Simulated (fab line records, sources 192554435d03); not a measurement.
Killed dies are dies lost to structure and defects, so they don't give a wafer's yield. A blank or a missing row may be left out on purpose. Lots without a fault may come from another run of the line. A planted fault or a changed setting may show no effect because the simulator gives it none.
Which tool did it? | flow n5_finfet | 18 lots, 54 wafers sampled, at 6 steps of a route of 1938

WHAT THE GAUGES READ, wafer by wafer
The record holds no reading of a measuring or inspecting step that can be judged against a usual standard deviation.

WHICH TOOL RAN EACH LOT (tool, then ch and the chambers of the sampled wafers, then the start)
lot  | N5_GATE_CUT_ETCH_36                | N5_GATE_CUT_ETCH_37                | N5_GATE_CUT_HM_OPEN_40             | N5_GATE_CUT_ETCH_47               | N5_GATE_CUT_CMP_23            | N5_MOL_CONTACT_COAG_DESCUM_13
L074 | rie_diel-06 ch 0,3, day 4 16:59    | rie_diel-06 ch 0,3, day 4 17:00    | rie_diel-06 ch 0,3, day 4 17:05    | rie_metal-01 ch 0,1, day 4 17:29  | cmp-03 ch 0,1, day 4 19:18    | rie_diel-05 ch 1,2, day 4 21:16
L076 | rie_diel-06 ch 1,2, day 4 22:53    | rie_diel-06 ch 1,2, day 4 22:55    | rie_diel-06 ch 1,2, day 4 23:00    | rie_metal-03 ch 0,1, day 4 23:23  | cmp-02 ch 2,3, day 5 01:29    | rie_diel-05 ch 0,3, day 5 03:05
L077 | rie_diel-03 ch 1,2,3, day 5 07:50  | rie_diel-03 ch 1,2,3, day 5 07:52  | rie_diel-03 ch 1,2,3, day 5 07:57  | rie_metal-01 ch 0,1, day 5 08:20  | cmp-02 ch 0,1,3, day 5 10:07  | rie_diel-05 ch 0,1,3, day 5 11:43
L079 | rie_diel-02 ch 0,2,3, day 5 19:07  | rie_diel-02 ch 0,2,3, day 5 19:08  | rie_diel-02 ch 0,2,3, day 5 19:13  | rie_metal-03 ch 0, day 5 19:36    | cmp-02 ch 1,2, day 5 21:23    | rie_diel-01 ch 2,3, day 5 23:11
L080 | rie_diel-03 ch 0,2,3, day 5 22:49  | rie_diel-03 ch 0,2,3, day 5 22:51  | rie_diel-03 ch 0,2,3, day 5 22:56  | rie_metal-03 ch 0,1, day 5 23:19  | cmp-03 ch 0,3, day 6 01:05    | rie_diel-05 ch 0,1,2, day 6 04:02
L082 | rie_diel-03 ch 0,1,2, day 6 20:07  | rie_diel-03 ch 0,1,2, day 6 20:08  | rie_diel-03 ch 0,1,2, day 6 20:13  | rie_metal-01 ch 0, day 6 20:36    | cmp-01 ch 0,1,3, day 6 22:29  | rie_diel-05 ch 0,1,2, day 7 00:02
L083 | rie_diel-06 ch 0,1,3, day 7 05:11  | rie_diel-06 ch 0,1,3, day 7 05:12  | rie_diel-06 ch 0,1,3, day 7 05:17  | rie_metal-02 ch 0,1, day 7 05:41  | cmp-02 ch 0,1,3, day 7 07:37  | rie_diel-04 ch 0,3, day 7 09:12
L085 | rie_diel-06 ch 2,3, day 7 11:42    | rie_diel-06 ch 2,3, day 7 11:43    | rie_diel-06 ch 2,3, day 7 11:49    | rie_metal-03 ch 0,1, day 7 12:12  | cmp-03 ch 0,2,3, day 7 14:05  | rie_diel-04 ch 0,2, day 7 15:42
L086 | rie_diel-03 ch 0,1,3, day 7 16:28  | rie_diel-03 ch 0,1,3, day 7 16:29  | rie_diel-03 ch 0,1,3, day 7 16:34  | rie_metal-03 ch 0,1, day 7 16:57  | cmp-03 ch 1,2,3, day 7 18:49  | rie_diel-01 ch 0,1, day 7 20:37
L089 | rie_diel-06 ch 0,2,3, day 8 08:48  | rie_diel-06 ch 0,2,3, day 8 08:50  | rie_diel-06 ch 0,2,3, day 8 08:55  | rie_metal-03 ch 1, day 8 09:26    | cmp-03 ch 0,1,2, day 8 11:21  | rie_diel-01 ch 0,2,3, day 8 13:08
L090 | rie_diel-02 ch 1,2,3, day 8 10:29  | rie_diel-02 ch 1,2,3, day 8 10:30  | rie_diel-02 ch 1,2,3, day 8 10:35  | rie_metal-02 ch 0,1, day 8 10:59  | cmp-01 ch 1,2, day 8 13:33    | rie_diel-05 ch 0,2, day 8 15:01
L091 | rie_diel-06 ch 1,2,3, day 8 20:24  | rie_diel-06 ch 1,2,3, day 8 20:25  | rie_diel-06 ch 1,2,3, day 8 20:31  | rie_metal-03 ch 1, day 8 21:02    | cmp-01 ch 1,2, day 8 23:02    | rie_diel-01 ch 1,2,3, day 9 00:59
L092 | rie_diel-02 ch 0,3, day 9 07:58    | rie_diel-02 ch 0,3, day 9 08:00    | rie_diel-02 ch 0,3, day 9 08:05    | rie_metal-03 ch 0,1, day 9 08:28  | cmp-03 ch 0,2,3, day 9 10:15  | rie_diel-04 ch 0,1,2, day 9 11:57
L093 | rie_diel-02 ch 1,3, day 9 18:09    | rie_diel-02 ch 1,3, day 9 18:10    | rie_diel-02 ch 1,3, day 9 18:16    | rie_metal-02 ch 0,1, day 9 18:38  | cmp-01 ch 0,2,3, day 9 20:35  | rie_diel-05 ch 0,1,3, day 9 22:02
L094 | rie_diel-02 ch 2,3, day 9 20:19    | rie_diel-02 ch 2,3, day 9 20:21    | rie_diel-02 ch 2,3, day 9 20:26    | rie_metal-02 ch 0,1, day 9 20:49  | cmp-01 ch 0,1,3, day 9 23:35  | rie_diel-04 ch 0,1,3, day 10 01:03
L095 | rie_diel-03 ch 0,1,3, day 9 22:56  | rie_diel-03 ch 0,1,3, day 9 22:58  | rie_diel-03 ch 0,1,3, day 9 23:03  | rie_metal-01 ch 0,1, day 9 23:26  | cmp-03 ch 0,2,3, day 10 01:13 | rie_diel-04 ch 1,2, day 10 02:48
L096 | rie_diel-02 ch 0,2,3, day 10 01:49 | rie_diel-02 ch 0,2,3, day 10 01:51 | rie_diel-02 ch 0,2,3, day 10 01:56 | rie_metal-03 ch 0,1, day 10 02:19 | cmp-01 ch 1,2, day 10 04:07   | rie_diel-05 ch 2,3, day 10 05:34
L097 | rie_diel-02 ch 0,2,3, day 10 07:58 | rie_diel-02 ch 0,2,3, day 10 08:00 | rie_diel-02 ch 0,2,3, day 10 08:05 | rie_metal-02 ch 0,1, day 10 08:28 | cmp-02 ch 1,2,3, day 10 10:15 | rie_diel-01 ch 1,2, day 10 12:21
- N5_GATE_CUT_ETCH_36: etches SiARC in CF4, target depth 13 nm, time 21.7 s.
- N5_GATE_CUT_ETCH_37: etches SOC in N2/H2, target depth 60 nm, overetch 12 nm, time 90 s.
- N5_GATE_CUT_HM_OPEN_40: chemistry C4F6/O2, target SiO2, target depth 139 nm, time 85.1 s.
- N5_GATE_CUT_ETCH_47: etches SiO2 in Cl2/BCl3, target depth 10 nm.
- N5_GATE_CUT_CMP_23: polishes, stops on SiO2, t overpolish 23.4 s, target thk 16 nm.
- N5_MOL_CONTACT_COAG_DESCUM_13: chemistry O2, time 7 s.

WHAT THE TOOLS THEMSELVES READ (means of the sampled wafers that have a number; where no wafer has one, the mark that the record gives instead)
N5_GATE_CUT_ETCH_36. Usual: cf4_flow_sccm 100.00 sccm, standard deviation 0.28; drypump_motor_current_A 5.7 A, standard deviation 0.38; etch_rf_on_time_s 21.7 s, standard deviation 0.53; mfc_ar_sccm 100.0 sccm, standard deviation 0.3; oes_product_au 0.64 a.u., standard deviation 0.042; rf_vpp_V 184.4 V, standard deviation 1.2; showerhead_plenum_p_Torr 2.17 Torr, standard deviation 0.062; throttle_valve_pct 15.69 %, standard deviation 0.18.
lot  | tool        | cf4_flow_sccm (sccm) | drypump_motor_current_A (A) | etch_rf_on_time_s (s) | mfc_ar_sccm (sccm) | oes_product_au (a.u.) | rf_vpp_V (V) | showerhead_plenum_p_Torr (Torr) | throttle_valve_pct (%) | flag
L074 | rie_diel-06 | 99.98                | 5.4                         | 21.5                  | 99.7               | 0.72                  | 184.1        | 2.19                            | 15.52                  |
L076 | rie_diel-06 | 99.82                | 5.8                         | 22.0                  | 99.9               | 0.63                  | 185.2        | 2.22                            | 15.82                  |
L077 | rie_diel-03 | 100.00               | 5.6                         | 21.7                  | 100.1              | 0.62                  | 184.1        | 2.13                            | 15.74                  |
L079 | rie_diel-02 | 100.08               | 5.8                         | 21.5                  | 100.2              | 0.63                  | 184.7        | 2.16                            | 15.70                  |
L080 | rie_diel-03 | 100.05               | 5.5                         | 21.7                  | 99.9               | 0.64                  | 183.6        | 2.16                            | 15.68                  |
L082 | rie_diel-03 | 99.67                | 5.5                         | 22.3                  | 100.0              | 0.63                  | 185.0        | 2.16                            | 15.74                  |
L083 | rie_diel-06 | 100.02               | 5.6                         | 21.6                  | 99.6               | 0.65                  | 183.3        | 2.20                            | 15.70                  |
L085 | rie_diel-06 | 100.28               | 6.0                         | 21.3                  | 99.8               | 0.64                  | 184.9        | 2.23                            | 15.81                  |
L086 | rie_diel-03 | 99.87                | 5.4                         | 22.2                  | 99.9               | 0.63                  | 184.9        | 2.17                            | 15.71                  |
L089 | rie_diel-06 | 100.17               | 5.7                         | 21.3                  | 99.8               | 0.67                  | 185.4        | 2.21                            | 15.68                  |
L090 | rie_diel-02 | 100.14               | 5.6                         | 21.5                  | 100.1              | 0.64                  | 186.2        | 2.20                            | 15.59                  |
L091 | rie_diel-06 | 99.75                | 5.9                         | 21.6                  | 100.1              | 0.62                  | 184.2        | 2.21                            | 15.83                  |
L092 | rie_diel-02 | 99.63                | 6.3                         | 21.6                  | 99.7               | 0.60                  | 183.3        | 2.08                            | 15.70                  |
L093 | rie_diel-02 | 99.95                | 5.7                         | 21.1                  | 100.4              | 0.63                  | 184.7        | 2.18                            | 15.50                  |
L094 | rie_diel-02 | 100.20               | 5.4                         | 21.5                  | 99.7               | 0.62                  | 185.3        | 2.21                            | 15.73                  |
L095 | rie_diel-03 | 99.84                | 5.5                         | 22.1                  | 99.8               | 0.62                  | 184.5        | 2.16                            | 15.74                  |
L096 | rie_diel-02 | 100.07               | 5.8                         | 21.8                  | 100.0              | 0.61                  | 183.8        | 2.15                            | 15.76                  |
L097 | rie_diel-02 | 99.96                | 5.7                         | 21.8                  | 99.9               | 0.60                  | 184.5        | 2.15                            | 15.78                  |

N5_GATE_CUT_ETCH_37. Usual: drypump_motor_current_A 5.7 A, standard deviation 0.38; oes_product_au 0.67 a.u., standard deviation 0.045; rf_vpp_V 524.8 V, standard deviation 2.1; showerhead_plenum_p_Torr 2.58 Torr, standard deviation 0.073; throttle_valve_pct 17.90 %, standard deviation 0.17.
lot  | tool        | drypump_motor_current_A (A) | oes_product_au (a.u.) | rf_vpp_V (V) | showerhead_plenum_p_Torr (Torr) | throttle_valve_pct (%) | flag
L074 | rie_diel-06 | 5.5                         | 0.75                  | 526.8        | 2.61                            | 17.77                  |
L076 | rie_diel-06 | 5.9                         | 0.67                  | 526.3        | 2.63                            | 17.93                  |
L077 | rie_diel-03 | 5.6                         | 0.65                  | 522.9        | 2.52                            | 17.89                  |
L079 | rie_diel-02 | 5.8                         | 0.66                  | 524.1        | 2.57                            | 17.94                  |
L080 | rie_diel-03 | 5.6                         | 0.68                  | 524.7        | 2.57                            | 17.94                  |
L082 | rie_diel-03 | 5.6                         | 0.66                  | 523.6        | 2.55                            | 17.85                  |
L083 | rie_diel-06 | 5.6                         | 0.68                  | 525.9        | 2.62                            | 17.90                  |
L085 | rie_diel-06 | 6.0                         | 0.67                  | 526.8        | 2.65                            | 18.00                  |
L086 | rie_diel-03 | 5.5                         | 0.67                  | 524.8        | 2.57                            | 17.91                  |
L089 | rie_diel-06 | 5.7                         | 0.69                  | 525.5        | 2.62                            | 17.91                  |
L090 | rie_diel-02 | 5.6                         | 0.66                  | 525.6        | 2.60                            | 17.79                  |
L091 | rie_diel-06 | 5.9                         | 0.65                  | 526.0        | 2.63                            | 18.03                  |
L092 | rie_diel-02 | 6.3                         | 0.62                  | 521.9        | 2.48                            | 18.01                  |
L093 | rie_diel-02 | 5.7                         | 0.65                  | 524.8        | 2.59                            | 17.74                  |
L094 | rie_diel-02 | 5.4                         | 0.64                  | 525.9        | 2.62                            | 17.88                  |
L095 | rie_diel-03 | 5.5                         | 0.65                  | 523.4        | 2.56                            | 17.93                  |
L096 | rie_diel-02 | 5.7                         | 0.64                  | 524.3        | 2.55                            | 17.98                  |
L097 | rie_diel-02 | 5.8                         | 0.64                  | 524.2        | 2.55                            | 17.99                  |

N5_GATE_CUT_HM_OPEN_40. Usual: drypump_motor_current_A 5.7 A, standard deviation 0.38; etch_rf_on_time_s 94.1 s, standard deviation 2; mfc_ar_sccm 300.0 sccm, standard deviation 0.86; oes_o_777_au 0.75 a.u., standard deviation 0.046; oes_product_au 0.67 a.u., standard deviation 0.047; rf_vpp_V 662 V, standard deviation 13; showerhead_plenum_p_Torr 2.88 Torr, standard deviation 0.082; throttle_valve_pct 20.99 %, standard deviation 0.2.
lot  | tool        | drypump_motor_current_A (A) | etch_rf_on_time_s (s) | mfc_ar_sccm (sccm) | oes_o_777_au (a.u.) | oes_product_au (a.u.) | rf_vpp_V (V) | showerhead_plenum_p_Torr (Torr) | throttle_valve_pct (%) | flag
L074 | rie_diel-06 | 5.5                         | 94.6                  | 300.1              | 0.84                | 0.76                  | 662          | 2.92                            | 20.89                  |
L076 | rie_diel-06 | 5.9                         | 92.8                  | 299.8              | 0.74                | 0.67                  | 675          | 2.95                            | 21.13                  |
L077 | rie_diel-03 | 5.7                         | 93.1                  | 299.5              | 0.73                | 0.65                  | 653          | 2.82                            | 21.01                  |
L079 | rie_diel-02 | 5.8                         | 93.7                  | 300.4              | 0.74                | 0.66                  | 661          | 2.87                            | 21.02                  |
L080 | rie_diel-03 | 5.6                         | 94.4                  | 300.7              | 0.76                | 0.68                  | 653          | 2.87                            | 20.96                  |
L082 | rie_diel-03 | 5.5                         | 96.6                  | 300.2              | 0.73                | 0.66                  | 659          | 2.87                            | 21.00                  |
L083 | rie_diel-06 | 5.6                         | 93.9                  | 300.9              | 0.78                | 0.70                  | 663          | 2.92                            | 21.02                  |
L085 | rie_diel-06 | 6.0                         | 94.2                  | 300.2              | 0.76                | 0.68                  | 660          | 2.96                            | 21.10                  |
L086 | rie_diel-03 | 5.5                         | 95.5                  | 300.5              | 0.73                | 0.67                  | 656          | 2.88                            | 21.00                  |
L089 | rie_diel-06 | 5.7                         | 94.1                  | 300.4              | 0.79                | 0.70                  | 661          | 2.93                            | 21.01                  |
L090 | rie_diel-02 | 5.6                         | 92.3                  | 299.7              | 0.73                | 0.67                  | 671          | 2.91                            | 20.87                  |
L091 | rie_diel-06 | 5.8                         | 93.2                  | 298.9              | 0.74                | 0.66                  | 663          | 2.94                            | 21.13                  |
L092 | rie_diel-02 | 6.2                         | 96.6                  | 299.5              | 0.71                | 0.63                  | 655          | 2.77                            | 20.99                  |
L093 | rie_diel-02 | 5.7                         | 92.7                  | 300.1              | 0.72                | 0.66                  | 675          | 2.89                            | 20.74                  |
L094 | rie_diel-02 | 5.4                         | 92.4                  | 299.2              | 0.72                | 0.65                  | 670          | 2.94                            | 21.02                  |
L095 | rie_diel-03 | 5.4                         | 96.2                  | 299.9              | 0.72                | 0.65                  | 655          | 2.87                            | 21.03                  |
L096 | rie_diel-02 | 5.8                         | 94.6                  | 299.6              | 0.72                | 0.65                  | 662          | 2.86                            | 21.07                  |
L097 | rie_diel-02 | 5.8                         | 94.1                  | 300.7              | 0.72                | 0.64                  | 663          | 2.86                            | 21.08                  |

N5_GATE_CUT_ETCH_47. Usual: drypump_motor_current_A 5.92 A, standard deviation 0.21; mfc_ar_sccm 25.01 sccm, standard deviation 0.076; oes_product_au 0.77 a.u., standard deviation 0.11; throttle_valve_pct 22.67 %, standard deviation 0.14.
lot  | tool         | drypump_motor_current_A (A) | mfc_ar_sccm (sccm) | oes_product_au (a.u.) | throttle_valve_pct (%) | flag
L074 | rie_metal-01 | 5.95                        | 24.97              | 0.66                  | 22.75                  |
L076 | rie_metal-03 | 5.93                        | 25.05              | 0.70                  | 22.68                  |
L077 | rie_metal-01 | 5.95                        | 24.94              | 0.66                  | 22.75                  |
L079 | rie_metal-03 | 6.00                        | 25.05              | 0.60                  | 22.79                  |
L080 | rie_metal-03 | 5.82                        | 25.06              | 0.79                  | 22.58                  |
L082 | rie_metal-01 | 5.80                        | 24.99              | 0.64                  | 22.75                  |
L083 | rie_metal-02 | 5.84                        | 25.05              | 0.81                  | 22.76                  |
L085 | rie_metal-03 | 5.91                        | 25.01              | 0.69                  | 22.68                  |
L086 | rie_metal-03 | 5.92                        | 24.94              | 0.69                  | 22.68                  |
L089 | rie_metal-03 | 5.75                        | 24.98              | 0.87                  | 22.47                  |
L090 | rie_metal-02 | 5.83                        | 25.09              | 0.80                  | 22.77                  |
L091 | rie_metal-03 | 5.75                        | 24.91              | 0.86                  | 22.48                  |
L092 | rie_metal-03 | 5.93                        | 25.04              | 0.94                  | 22.60                  |
L093 | rie_metal-02 | 6.00                        | 25.02              | 0.78                  | 22.68                  |
L094 | rie_metal-02 | 5.81                        | 25.00              | 0.79                  | 22.78                  |
L095 | rie_metal-01 | 5.94                        | 25.02              | 0.65                  | 22.77                  |
L096 | rie_metal-03 | 5.91                        | 25.01              | 0.92                  | 22.62                  |
L097 | rie_metal-02 | 5.98                        | 25.01              | 0.77                  | 22.69                  |

N5_GATE_CUT_CMP_23. Usual: motor_current_A 9.2 A, standard deviation 0.83; overpolish_run_s 23.400 s, standard deviation 0.0091; time_to_endpoint_s 19.8 s, standard deviation 2.7.
lot  | tool   | motor_current_A (A) | overpolish_run_s (s) | time_to_endpoint_s (s) | flag
L074 | cmp-03 | 9.4                 | 23.399               | 19.5                   |
L076 | cmp-02 | 8.9                 | 23.404               | 18.9                   |
L077 | cmp-02 | 8.6                 | 23.403               | 19.0                   |
L079 | cmp-02 | 8.3                 | 23.394               | 17.6                   |
L080 | cmp-03 | 9.9                 | 23.399               | 21.8                   |
L082 | cmp-01 | 9.5                 | 23.408               | 22.0                   |
L083 | cmp-02 | 9.0                 | 23.391               | 17.0                   |
L085 | cmp-03 | 9.6                 | 23.401               | 16.5                   |
L086 | cmp-03 | 9.5                 | 23.399               | 22.3                   |
L089 | cmp-03 | 9.4                 | 23.394               | 19.4                   |
L090 | cmp-01 | 8.5                 | 23.397               | 19.1                   |
L091 | cmp-01 | 8.0                 | 23.402               | 18.9                   |
L092 | cmp-03 | 9.7                 | 23.393               | 16.6                   |
L093 | cmp-01 | 9.4                 | 23.408               | 23.0                   |
L094 | cmp-01 | 9.2                 | 23.399               | 20.6                   |
L095 | cmp-03 | 9.4                 | 23.392               | 16.2                   |
L096 | cmp-01 | 8.0                 | 23.391               | 19.6                   |
L097 | cmp-02 | 8.8                 | 23.394               | 19.7                   |

N5_MOL_CONTACT_COAG_DESCUM_13. Usual: bias_power_w 20.00 W, standard deviation 0.059; drypump_motor_current_A 5.8 A, standard deviation 0.5; oes_product_au 0.78 a.u., standard deviation 0.08; rf_vpp_V 244.0 V, standard deviation 1.2; showerhead_plenum_p_Torr 2.15 Torr, standard deviation 0.059; throttle_valve_pct 20.36 %, standard deviation 0.17.
lot  | tool        | bias_power_w (W) | drypump_motor_current_A (A) | oes_product_au (a.u.) | rf_vpp_V (V) | showerhead_plenum_p_Torr (Torr) | throttle_valve_pct (%) | flag
L074 | rie_diel-05 | 19.99            | 6.0                         | 0.73                  | 244.5        | 2.19                            | 20.44                  |
L076 | rie_diel-05 | 19.98            | 5.9                         | 0.75                  | 245.7        | 2.19                            | 20.48                  |
L077 | rie_diel-05 | 20.03            | 5.9                         | 0.74                  | 244.4        | 2.19                            | 20.49                  |
L079 | rie_diel-01 | 19.96            | 5.7                         | 0.83                  | 242.7        | 2.13                            | 20.43                  |
L080 | rie_diel-05 | 20.02            | 5.8                         | 0.75                  | 244.2        | 2.19                            | 20.42                  |
L082 | rie_diel-05 | 20.01            | 5.9                         | 0.74                  | 244.3        | 2.18                            | 20.43                  |
L083 | rie_diel-04 | 19.97            | 5.5                         | 0.85                  | 243.6        | 2.08                            | 20.28                  |
L085 | rie_diel-04 | 20.03            | 5.5                         | 0.92                  | 244.3        | 2.17                            | 20.29                  |
L086 | rie_diel-01 | 20.01            | 5.9                         | 0.74                  | 244.1        | 2.18                            | 20.35                  |
L089 | rie_diel-01 | 20.02            | 5.7                         | 0.75                  | 242.5        | 2.13                            | 20.37                  |
L090 | rie_diel-05 | 20.03            | 5.7                         | 0.75                  | 244.5        | 2.19                            | 20.41                  |
L091 | rie_diel-01 | 20.02            | 5.9                         | 0.78                  | 243.9        | 2.15                            | 20.36                  |
L092 | rie_diel-04 | 20.10            | 5.8                         | 0.85                  | 244.0        | 2.15                            | 20.26                  |
L093 | rie_diel-05 | 19.99            | 5.9                         | 0.72                  | 244.0        | 2.18                            | 20.56                  |
L094 | rie_diel-04 | 20.00            | 5.8                         | 0.81                  | 243.0        | 2.10                            | 20.27                  |
L095 | rie_diel-04 | 19.99            | 5.2                         | 0.85                  | 244.1        | 2.12                            | 20.36                  |
L096 | rie_diel-05 | 19.99            | 6.0                         | 0.71                  | 244.2        | 2.17                            | 20.43                  |
L097 | rie_diel-01 | 20.08            | 5.9                         | 0.91                  | 244.7        | 2.15                            | 20.01                  |

THE ANSWER, worked out from the rows above alone
Rule: a lot is off if the mean of its wafers that have a number lies more than 3 standard deviations from the usual mean. A lot without any number at a reading at which 4 lots or more have one is off too. The other lots that the step has rows for count as sound. The gauges are gone through in route order, then the tools' own readings, and for those a lot's mean is taken as printed above. The first step at which some lot is off is used, and at that step the reading that is off furthest; a lot without a number counts as furthest.
No lot is off at any reading shown: from this, nothing can be told.

WHAT THE SIMULATOR HAD PUT IN
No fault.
